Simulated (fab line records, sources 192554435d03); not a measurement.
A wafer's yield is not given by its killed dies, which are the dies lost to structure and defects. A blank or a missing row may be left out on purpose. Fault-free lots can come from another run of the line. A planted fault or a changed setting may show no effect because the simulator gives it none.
Split-lot trial    flow n5Finfet    39 wafers read across 7 lots, on a route 1938 steps long

## ON THE SPLIT
At N5_HKMG_FIN_HK_ALD_01 (deposits HfO2, target thk 1.6 nm, pulse time 3 s, purge time 3 s), the setting aldCycles was moved away from the recipe's 30 on 18 of the 39 wafers read, by -50.0% to +50.0%. The other wafers ran this setting at the recipe's value.

## FROM THE SPLIT TO THE READING: what the file shows between them, 4 steps
- N5_HKMG_FIN_HK_ANNEAL_02: time 30 s
- N5_HKMG_FIN_ALD_74: deposits La2O3, target thk 0.5 nm, pulse time 6 s, co reactant pulse time 1 s
- N5_HKMG_FIN_WET_ETCH_82: etches La2O3 in dHCl, stops on HfO2, target depth 2 nm, rinse time 30 s
- N5_HKMG_FIN_ALD_36: deposits TiN, target thk 1 nm, pulse time 1 s, purge time 3 s

## THE READING
HK_THK, in nm, at N5_HKMG_FIN_THK_MEAS_70 (measures by xrf). Typical for fault-free wafers on this fab line: 1.617 nm, with standard deviation 0.023 nm.

wafer   tool, chamber at the split  aldCycles as run  against the recipe  HK_THK, nm  against lot-mates on the recipe
L074.2  aldHk-02, 3,0,1             30                recipe              1.621       -
L074.4  aldHk-02, 3,0,1             30                recipe              1.575       -
L074.6  aldHk-02, 3,0,1             30                recipe              1.588       -
L077.1  aldHk-02, 0,2,0             30                recipe              1.608       -
L077.2  aldHk-02, 1,3,3             37                +23.3%              1.976       +0.362
L077.3  aldHk-02, 0,2,0             30                recipe              1.609       -
L077.4  aldHk-02, 1,3,3             37                +23.3%              1.977       +0.363
L077.5  aldHk-02, 1,3,3             37                +23.3%              1.988       +0.374
L077.6  aldHk-02, 0,2,0             30                recipe              1.624       -
L078.1  aldHk-01, 2,1,0             16                -46.7%              0.863       -0.741
L078.2  aldHk-01, 0,3,1             30                recipe              1.595       -
L078.3  aldHk-01, 0,3,1             30                recipe              1.643       -
L078.4  aldHk-01, 0,3,1             30                recipe              1.573       -
L078.5  aldHk-01, 2,1,0             16                -46.7%              0.883       -0.721
L078.6  aldHk-01, 2,1,0             16                -46.7%              0.865       -0.739
L079.1  aldHk-01, 3,2,3             45                +50.0%              2.365       +0.765
L079.2  aldHk-01, 3,2,3             45                +50.0%              2.372       +0.772
L079.3  aldHk-01, 1,0,2             30                recipe              1.629       -
L079.4  aldHk-01, 1,0,2             30                recipe              1.586       -
L079.5  aldHk-01, 3,2,3             45                +50.0%              2.395       +0.795
L079.6  aldHk-01, 1,0,2             30                recipe              1.586       -
L081.1  aldHk-03, 1,0,0             35                +16.7%              1.860       +0.229
L081.2  aldHk-03, 2,3,1             30                recipe              1.628       -
L081.3  aldHk-03, 2,3,1             30                recipe              1.645       -
L081.4  aldHk-03, 1,0,0             35                +16.7%              1.898       +0.267
L081.5  aldHk-03, 2,3,1             30                recipe              1.620       -
L081.6  aldHk-03, 1,0,0             35                +16.7%              1.860       +0.229
L084.1  aldHk-03, 3,0,3             30                recipe              1.630       -
L084.2  aldHk-03, 1,2,2             16                -46.7%              0.905       -0.710
L084.3  aldHk-03, 1,2,2             16                -46.7%              0.890       -0.725
L084.4  aldHk-03, 3,0,3             30                recipe              1.599       -
L084.5  aldHk-03, 1,2,2             16                -46.7%              0.885       -0.730
L084.6  aldHk-03, 3,0,3             30                recipe              1.616       -
L090.1  aldHk-01, 0,3,1             15                -50.0%              0.809       -0.806
L090.2  aldHk-01, 0,3,1             15                -50.0%              0.801       -0.814
L090.3  aldHk-01, 2,3,0             30                recipe              1.627       -
L090.4  aldHk-01, 0,3,1             15                -50.0%              0.827       -0.788
L090.5  aldHk-01, 2,3,0             30                recipe              1.592       -
L090.6  aldHk-01, 2,3,0             30                recipe              1.626       -
Rows listing several chambers each stand for several wafers; the file does not say which wafer went through which chamber.

FIT RESULTS
A straight line over all 39 wafers: HK_THK changes by +0.0156 nm for each +1% of aldCycles; r = +1.00; the points scatter about the line by 0.019 nm.
The same after taking each lot's own level away (the mean of its wafers on the recipe; 39 wafers): +0.0157 nm for each +1%; r = +1.00; scatter 0.018 nm.
On that fit, the largest move of aldCycles shifts the reading by 0.78 nm.
Across the lots, their own levels run from 1.5947 to 1.6310 nm, a range of 1.6 times the standard deviation given above.
The two slopes are in agreement: the lot-to-lot level therefore moves the slope only a little.
Check: for one of the wafers moved furthest among these (+50.0%), held out of the fit, the line's prediction against its lot-mates is +0.782 nm. It came out at +0.765 nm against them.

## OTHER SPLITS ON THESE WAFERS
These wafers also went through other splits before the reading. Each is held against what the fit with the lots' levels taken away leaves over:
other split on the same wafers    wafers away from the commonest value  r with HK_THK (lot level and that fit taken away)
N5_FIN_SAQP_HM_DEP_72 targetThkA  18                                    +0.22
N5_ILD0_PRECLEAN_10 timeS         15                                    +0.29

## THE WHOLE CHAIN: every reading that the file lists as answering this split, in the file's order
step                     what it does                                                      reading                                                                            change (the file's fit)                 r (the file's)
N5_HKMG_FIN_HK_ALD_01    deposits HfO2, target thk 1.6 nm, pulse time 3 s, purge time 3 s  HfO2_of_HKMG_FIN_HK_ALD_01.thkNm (the simulator's own value, which no gauge read)  +0.0164 nm for each +1% of the setting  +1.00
N5_HKMG_FIN_THK_MEAS_70  measures by xrf                                                   HK_THK                                                                             +0.0157 for each +1% of the setting     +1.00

## FILE'S OWN FIT
HK_THK changes by +0.0157 nm for each +1% of aldCycles, r = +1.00.
